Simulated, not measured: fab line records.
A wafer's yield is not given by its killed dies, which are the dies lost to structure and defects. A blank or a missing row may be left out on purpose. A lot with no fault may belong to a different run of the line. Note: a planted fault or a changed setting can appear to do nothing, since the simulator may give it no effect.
Split-lot study :: flow n5-finfet :: route with 1938 steps; 7 lots, 39 wafers read

== ON THE SPLIT ==
At N5_PASSIVATION_PASS_ETCH_47 (etches SiNx in CF4/O2, target depth 770 nm, time 385 s), the setting time-s was moved away from the recipe's 385 s on 12 of the 39 wafers read, by -48.5% to +58.5%. This setting was run at the recipe's value on the other wafers.

The reading is taken at the split's own step.

== THE READING ==
etch.depth-nm (the simulator's own value, which no gauge read), in nm, at N5_PASSIVATION_PASS_ETCH_47 (etches SiNx in CF4/O2, target depth 770 nm, time 385 s). No usual value for it is given in the file. The 27 wafers here that ran the recipe average 771.6 nm, standard deviation 15 nm.

wafer: L082.1
tool, chamber at the split: rie-diel-05, 0
time-s as run, s: 610.4
against the recipe: +58.5%
etch.depth-nm, nm: 1256
against lot-mates on the recipe: +475.5

wafer: L082.2
tool, chamber at the split: rie-diel-05, 1
time-s as run, s: 610.4
against the recipe: +58.5%
etch.depth-nm, nm: 1234
against lot-mates on the recipe: +453.5

wafer: L082.3
tool, chamber at the split: rie-diel-05, 2
time-s as run, s: 610.4
against the recipe: +58.5%
etch.depth-nm, nm: 1206
against lot-mates on the recipe: +425.5

wafer: L082.4
tool, chamber at the split: rie-diel-05, 2
time-s as run, s: 385
against the recipe: recipe
etch.depth-nm, nm: 753.5
against lot-mates on the recipe: -

wafer: L082.5
tool, chamber at the split: rie-diel-05, 1
time-s as run, s: 385
against the recipe: recipe
etch.depth-nm, nm: 787.8
against lot-mates on the recipe: -

wafer: L082.6
tool, chamber at the split: rie-diel-05, 0
time-s as run, s: 385
against the recipe: recipe
etch.depth-nm, nm: 800.2
against lot-mates on the recipe: -

wafer: L085.1
tool, chamber at the split: rie-diel-06, 1
time-s as run, s: 385
against the recipe: recipe
etch.depth-nm, nm: 785.2
against lot-mates on the recipe: -

wafer: L085.2
tool, chamber at the split: rie-diel-06, 3
time-s as run, s: 385
against the recipe: recipe
etch.depth-nm, nm: 764.4
against lot-mates on the recipe: -

wafer: L085.3
tool, chamber at the split: rie-diel-06, 2
time-s as run, s: 385
against the recipe: recipe
etch.depth-nm, nm: 745.1
against lot-mates on the recipe: -

wafer: L085.4
tool, chamber at the split: rie-diel-06, 1
time-s as run, s: 385
against the recipe: recipe
etch.depth-nm, nm: 794
against lot-mates on the recipe: -

wafer: L085.5
tool, chamber at the split: rie-diel-06, 3
time-s as run, s: 385
against the recipe: recipe
etch.depth-nm, nm: 758.6
against lot-mates on the recipe: -

wafer: L085.6
tool, chamber at the split: rie-diel-06, 2
time-s as run, s: 385
against the recipe: recipe
etch.depth-nm, nm: 743.2
against lot-mates on the recipe: -

wafer: L090.1
tool, chamber at the split: rie-diel-02, 0
time-s as run, s: 321.2
against the recipe: -16.6%
etch.depth-nm, nm: 634.2
against lot-mates on the recipe: -122.5

wafer: L090.2
tool, chamber at the split: rie-diel-02, 1
time-s as run, s: 385
against the recipe: recipe
etch.depth-nm, nm: 771.7
against lot-mates on the recipe: -

wafer: L090.3
tool, chamber at the split: rie-diel-02, 3
time-s as run, s: 321.2
against the recipe: -16.6%
etch.depth-nm, nm: 649.7
against lot-mates on the recipe: -107.0

wafer: L090.4
tool, chamber at the split: rie-diel-02, 2
time-s as run, s: 385
against the recipe: recipe
etch.depth-nm, nm: 735.8
against lot-mates on the recipe: -

wafer: L090.5
tool, chamber at the split: rie-diel-02, 0
time-s as run, s: 385
against the recipe: recipe
etch.depth-nm, nm: 762.6
against lot-mates on the recipe: -

wafer: L090.6
tool, chamber at the split: rie-diel-02, 3
time-s as run, s: 321.2
against the recipe: -16.6%
etch.depth-nm, nm: 647.3
against lot-mates on the recipe: -109.4

wafer: L089.1
tool, chamber at the split: rie-diel-05, 1
time-s as run, s: 385
against the recipe: recipe
etch.depth-nm, nm: 772
against lot-mates on the recipe: -

wafer: L089.2
tool, chamber at the split: rie-diel-05, 0
time-s as run, s: 385
against the recipe: recipe
etch.depth-nm, nm: 794.7
against lot-mates on the recipe: -

wafer: L089.3
tool, chamber at the split: rie-diel-05, 3
time-s as run, s: 551.9
against the recipe: +43.4%
etch.depth-nm, nm: 1098
against lot-mates on the recipe: +321.5

wafer: L089.4
tool, chamber at the split: rie-diel-05, 1
time-s as run, s: 551.9
against the recipe: +43.4%
etch.depth-nm, nm: 1095
against lot-mates on the recipe: +318.5

wafer: L089.5
tool, chamber at the split: rie-diel-05, 0
time-s as run, s: 551.9
against the recipe: +43.4%
etch.depth-nm, nm: 1139
against lot-mates on the recipe: +362.5

wafer: L089.6
tool, chamber at the split: rie-diel-05, 3
time-s as run, s: 385
against the recipe: recipe
etch.depth-nm, nm: 762.9
against lot-mates on the recipe: -

wafer: L093.2
tool, chamber at the split: rie-diel-02, 3
time-s as run, s: 385
against the recipe: recipe
etch.depth-nm, nm: 784.5
against lot-mates on the recipe: -

wafer: L093.3
tool, chamber at the split: rie-diel-02, 0
time-s as run, s: 385
against the recipe: recipe
etch.depth-nm, nm: 774.9
against lot-mates on the recipe: -

wafer: L093.6
tool, chamber at the split: rie-diel-02, 0
time-s as run, s: 385
against the recipe: recipe
etch.depth-nm, nm: 776.7
against lot-mates on the recipe: -

wafer: L091.1
tool, chamber at the split: rie-diel-02, 1
time-s as run, s: 385
against the recipe: recipe
etch.depth-nm, nm: 778.7
against lot-mates on the recipe: -

wafer: L091.2
tool, chamber at the split: rie-diel-02, 3
time-s as run, s: 385
against the recipe: recipe
etch.depth-nm, nm: 777.5
against lot-mates on the recipe: -

wafer: L091.3
tool, chamber at the split: rie-diel-02, 0
time-s as run, s: 385
against the recipe: recipe
etch.depth-nm, nm: 765.8
against lot-mates on the recipe: -

wafer: L091.4
tool, chamber at the split: rie-diel-02, 3
time-s as run, s: 385
against the recipe: recipe
etch.depth-nm, nm: 766.9
against lot-mates on the recipe: -

wafer: L091.5
tool, chamber at the split: rie-diel-02, 1
time-s as run, s: 385
against the recipe: recipe
etch.depth-nm, nm: 787.2
against lot-mates on the recipe: -

wafer: L091.6
tool, chamber at the split: rie-diel-02, 0
time-s as run, s: 385
against the recipe: recipe
etch.depth-nm, nm: 768.7
against lot-mates on the recipe: -

wafer: L094.1
tool, chamber at the split: rie-diel-05, 1
time-s as run, s: 198.2
against the recipe: -48.5%
etch.depth-nm, nm: 401.4
against lot-mates on the recipe: -371.9

wafer: L094.2
tool, chamber at the split: rie-diel-05, 0
time-s as run, s: 198.2
against the recipe: -48.5%
etch.depth-nm, nm: 406.3
against lot-mates on the recipe: -367.0

wafer: L094.3
tool, chamber at the split: rie-diel-05, 2
time-s as run, s: 385
against the recipe: recipe
etch.depth-nm, nm: 772.7
against lot-mates on the recipe: -

wafer: L094.4
tool, chamber at the split: rie-diel-05, 3
time-s as run, s: 385
against the recipe: recipe
etch.depth-nm, nm: 772.5
against lot-mates on the recipe: -

wafer: L094.5
tool, chamber at the split: rie-diel-05, 1
time-s as run, s: 385
against the recipe: recipe
etch.depth-nm, nm: 774.6
against lot-mates on the recipe: -

wafer: L094.6
tool, chamber at the split: rie-diel-05, 0
time-s as run, s: 198.2
against the recipe: -48.5%
etch.depth-nm, nm: 406.1
against lot-mates on the recipe: -367.2

THE FIT
A straight line over all 39 wafers: etch.depth-nm changes by +7.75 nm for each +1% of time-s; r = +1.00; the points scatter about the line by 16 nm.
The same after taking each lot's own level away (the mean of its wafers on the recipe; 39 wafers): +7.64 nm for each +1%; r = +1.00; scatter 15 nm.
On that fit, the largest move of time-s shifts the reading by 4.5e+02 nm.
Across the lots, their own levels run from 756.70 to 780.50 nm, a range of 1.5 times the standard deviation given above.
Hence the lot-to-lot level has little effect on the slope; both slopes agree.
Check: +444 nm against its lot-mates is what the line predicts for one of the wafers moved furthest among these (+58.5%) when that wafer is left out of the fit. Against them it came out at +476 nm.

== THE WHOLE CHAIN: every reading that the file lists as answering this split, in the file's order ==
step: N5_PASSIVATION_PASS_ETCH_47
what it does: etches SiNx in CF4/O2, target depth 770 nm, time 385 s
reading: etch.depth-nm (the simulator's own value, which no gauge read)
change (the file's fit): +7.64 nm for each +1% of the setting
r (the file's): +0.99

step: N5_PASSIVATION_PROBE_49
what it does: 
reading: killed-at-other
change (the file's fit): not straight: 1089.7 at the lowest setting, 5.6 at the recipe, 5.7 at the highest
r (the file's): not given

== THE FILE'S OWN FIT ==
etch.depth-nm changes by +7.64 nm for each +1% of time-s, r = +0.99.
